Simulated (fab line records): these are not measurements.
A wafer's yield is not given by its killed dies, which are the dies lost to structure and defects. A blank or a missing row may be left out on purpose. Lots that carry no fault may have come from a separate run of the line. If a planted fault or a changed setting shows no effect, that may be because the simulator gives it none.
8D (eight disciplines) problem report, filled in by code / flow n5Finfet / the parts of the form that need people (team, actions taken, sign-off) are left out

== 1. PROBLEM STATEMENT ==
rawDefectCount at N5_BEOL_M3_INSPECT_13 reads a mean of 1556 on 1 wafer of 1 lot; wafers without a fault read 396 with a standard deviation of 85. That puts it +14 standard deviations away from the usual mean.
The step: inspects for defects (brightfield).
First observed at day 11 00:46: wafer L152.3, on defectInspect-01. The record holds 27 wafers of 9 lots with a number at this step. Rule for "out", or "out of limits": more than 4 standard deviations from the usual mean. Any other wafer with a number is counted as sound.

== 2. WHAT IT IS AND WHAT IT IS NOT ==
question=which readings at this step | is=rawDefectCount | is not=-
question=which lots | is=L152 | is not=L137, L142, L146, L147, L148, L149, L150, L154
question=which wafers of those lots | is=L152.3 | is not=L152.4, L152.5
question=read on which gauges | is=defectInspect-01 | is not=defectInspect-02
question=when | is=from day 11 00:46 | is not=up to then (23 sound wafers); but 3 sound wafers of L154 came after

== 3. SUSPECTS, AND WHAT RULES EACH OUT ==
Counting: any tool at a process step up to the reading remains a suspect provided it ran every lot that is out. Sound lots after the first of them don't rule it out here, since some wafers of a struck lot are sound.
- ruled out: the gauge at N5_BEOL_M3_INSPECT_13. All the wafers that are out were read on defectInspect-01, but those of them that N5_PASSIVATION_PROBE_49 has rows for are out there too, on other tools.
- cvdCo-02 at N5_BEOL_M2_PRE_CLEAN_60 (time 15 s): kept. The lot that is out, L152, ran on it at day 10 22:53; the last sound lot it ran before that was L148, at day 9 17:17.
- pecvd-03 at N5_BEOL_M3_PECVD_72 (deposits SiO2 from TEOS/O2, target thk 16 nm, time 18 s): kept. The lot that is out, L152, ran on it at day 10 23:17; the last sound lot it ran before that was L149, at day 10 04:52.
- Within pecvd-03 at N5_BEOL_M3_PECVD_72: the wafers that are out ran in chamber 1; their sound lot-mates ran in chambers 0, 2.
What counting leaves: cvdCo-02 at N5_BEOL_M2_PRE_CLEAN_60 and pecvd-03 at N5_BEOL_M3_PECVD_72.

== 4. THE CAUSE (what the simulator had put in) ==
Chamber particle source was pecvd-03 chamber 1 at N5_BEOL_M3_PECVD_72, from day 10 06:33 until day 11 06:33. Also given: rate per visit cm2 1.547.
2 suspects survive the count, and this tool is in that group.

== 5. THE EFFECT CHAIN, in route order ==
Each row: a reading whose mean over the struck wafers that have a number lies more than 3 standard deviations from the usual. Only readings for which the record gives a usual standard deviation are gone through. hours: the time from each lot's start at the first step in this table that gives one to its start at this step, as a median over the lots. sigmas: the change in usual standard deviations.
hours=0; step=N5_BEOL_M3_INSPECT_13; reading=rawDefectCount; usual=396; on struck wafers=1556; change=+1160; sigmas=+14
hours=111; step=N5_PASSIVATION_PROBE_49; reading=defectLimitedYield; usual=91.3 %; on struck wafers=80.5; change=-10.8; sigmas=-8.3
hours=111; step=N5_PASSIVATION_PROBE_49; reading=killed_at_M0_to_M3; usual=32; on struck wafers=178; change=+146; sigmas=+13
hours=111; step=N5_PASSIVATION_PROBE_49; reading=killedDies; usual=102; on struck wafers=230; change=+128; sigmas=+8.5
hours=111; step=N5_PASSIVATION_PROBE_49; reading=sort_bin_5_function; usual=5.1 %; on struck wafers=12.5; change=+7.4; sigmas=+8.7
hours=111; step=N5_PASSIVATION_PROBE_49; reading=sortNPass; usual=1078; on struck wafers=950; change=-128; sigmas=-8.5
hours=111; step=N5_PASSIVATION_PROBE_49; reading=sortYieldPct; usual=91.3 %; on struck wafers=80.5; change=-10.8; sigmas=-8.3
It contains these process steps:
- N5_PASSIVATION_PROBE_49
Later steps that measure or inspect, where all struck wafers having a row at the step show a number for every such reading and not one has moved that far: N5_BEOL_M4_RC_MEAS_101.

== 6. WHAT WOULD HAVE CAUGHT IT SOONER ==
The first out-of-limits reading at a measuring or inspecting step in this record came at day 11 00:46, 18 hours after the fault's start at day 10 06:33.
Of the tool readings at N5_BEOL_M3_PECVD_72 for which the record gives a usual standard deviation, none was out on any struck wafer, so an alarm limit of 4 standard deviations on them would not have fired.
Lots out: 1; all had begun N5_BEOL_M3_PECVD_72 on pecvd-03 by day 11 00:46. None of them would have been spared by holding the tool at that moment.
